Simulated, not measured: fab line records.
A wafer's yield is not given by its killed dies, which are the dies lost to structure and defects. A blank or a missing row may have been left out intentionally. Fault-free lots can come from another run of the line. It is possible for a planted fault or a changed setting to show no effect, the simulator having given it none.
Chamber matching / flow nand-harc / NHARC_A_BONDPAD_DEP_00 on pecvd-01: 3 sister chambers
The step deposits SiCN, target thk 250 nm. 6 wafers are shown with their chamber, then 8 later ones without.

== EACH WAFER AND ITS CHAMBER ==
wafer=L079.2; chamber=1; heater-power-w (W)=641; rf-fwd-power-W (W)=448.1
wafer=L082.1; chamber=0; heater-power-w (W)=527; rf-fwd-power-W (W)=447.6
wafer=L085.2; chamber=2; heater-power-w (W)=466; rf-fwd-power-W (W)=449.7
wafer=L085.4; chamber=0; heater-power-w (W)=544; rf-fwd-power-W (W)=448.5
wafer=L085.5; chamber=2; heater-power-w (W)=486; rf-fwd-power-W (W)=448.4
wafer=L089.3; chamber=1; heater-power-w (W)=558; rf-fwd-power-W (W)=451.8

== WAFERS WITH NO CHAMBER GIVEN ==
wafer=L089.5; heater-power-w (W)=469; rf-fwd-power-W (W)=451.3
wafer=L089.6; heater-power-w (W)=601; rf-fwd-power-W (W)=450.7
wafer=L092.1; heater-power-w (W)=573; rf-fwd-power-W (W)=448.8
wafer=L092.2; heater-power-w (W)=559; rf-fwd-power-W (W)=448.1
wafer=L092.4; heater-power-w (W)=554; rf-fwd-power-W (W)=449.4
wafer=L094.1; heater-power-w (W)=477; rf-fwd-power-W (W)=448.9
wafer=L094.4; heater-power-w (W)=471; rf-fwd-power-W (W)=449.7
wafer=L094.6; heater-power-w (W)=594; rf-fwd-power-W (W)=449.2

== WHICH CHAMBER EACH WENT THROUGH ==
wafer=L089.5; from the rows above=can't be placed: 2 or 0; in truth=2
wafer=L089.6; from the rows above=can't be placed: 1 or 0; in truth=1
wafer=L092.1; from the rows above=can't be placed: 1 or 0 or 2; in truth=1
wafer=L092.2; from the rows above=can't be placed: 0 or 1 or 2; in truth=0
wafer=L092.4; from the rows above=can't be placed: 0 or 1 or 2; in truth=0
wafer=L094.1; from the rows above=can't be placed: 2 or 0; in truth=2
wafer=L094.4; from the rows above=can't be placed: 2 or 0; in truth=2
wafer=L094.6; from the rows above=can't be placed: 1 or 0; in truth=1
Correct placement for 0 of the 8. Not placeable from these rows: 8 (in 8, the candidates include the true chamber). Number placed wrongly: 0.
How it was worked out, from the rows above alone: a wafer's distance from a chamber is the root of the sum, over the readings, of the square of ((its reading less the chamber's mean) divided by the reading's scatter). The wafer belongs to the nearest chamber; if the next one is less than 2 further off, it can't be placed. The mean given for a chamber averages the wafers shown for that chamber. The scatter: the root of (the sum of the squares of (reading less its chamber's mean) over the shown wafers, divided by (wafers less chambers)).
